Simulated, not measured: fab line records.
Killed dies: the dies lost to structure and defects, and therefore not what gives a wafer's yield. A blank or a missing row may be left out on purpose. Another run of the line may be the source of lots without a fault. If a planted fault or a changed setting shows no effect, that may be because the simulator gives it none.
Matching of chambers | flow n5 finfet | ald metal-04 running N5_BEOL_M5_ALD_86: 4 sister chambers
The step deposits TaN, pulse time 2 s, purge time 3 s, co reactant purge time 2 s. 4 wafers are shown with their chamber, then 7 later ones without.

## WAFERS PAIRED WITH THEIR CHAMBERS
wafer  | chamber | heater power w (W)
L078.3 | 3       | 444
L087.1 | 2       | 417
L089.2 | 0       | 398
L089.4 | 1       | 366

## WAFERS WITH NO CHAMBER GIVEN
wafer  | heater power w (W)
L089.5 | 412
L092.4 | 414
L092.5 | 401
L092.6 | 446
L093.1 | 375
L093.2 | 401
L093.4 | 443

## WHICH CHAMBER EACH WENT THROUGH
wafer  | from the rows above | in truth
L089.5 | 2                   | 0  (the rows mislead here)
L092.4 | 2                   | 2
L092.5 | 0                   | 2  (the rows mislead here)
L092.6 | 3                   | 3
L093.1 | 1                   | 1
L093.2 | 0                   | 0
L093.4 | 3                   | 3
5 of 7 placed correctly. Not placeable from these rows: 0. Placed wrongly: 2.
How it was worked out, from the rows above alone: a wafer's distance from a chamber is the root of the sum, over the readings, of the square of ((its reading less the chamber's mean) divided by the reading's scatter). The wafer belongs to the nearest chamber; if the next one is less than 2 further off, it can't be placed. A chamber's mean is the mean of its shown wafers. The scatter: with one shown wafer a chamber, the root of the mean of the squares of how far each hidden wafer lies from its nearest shown one.
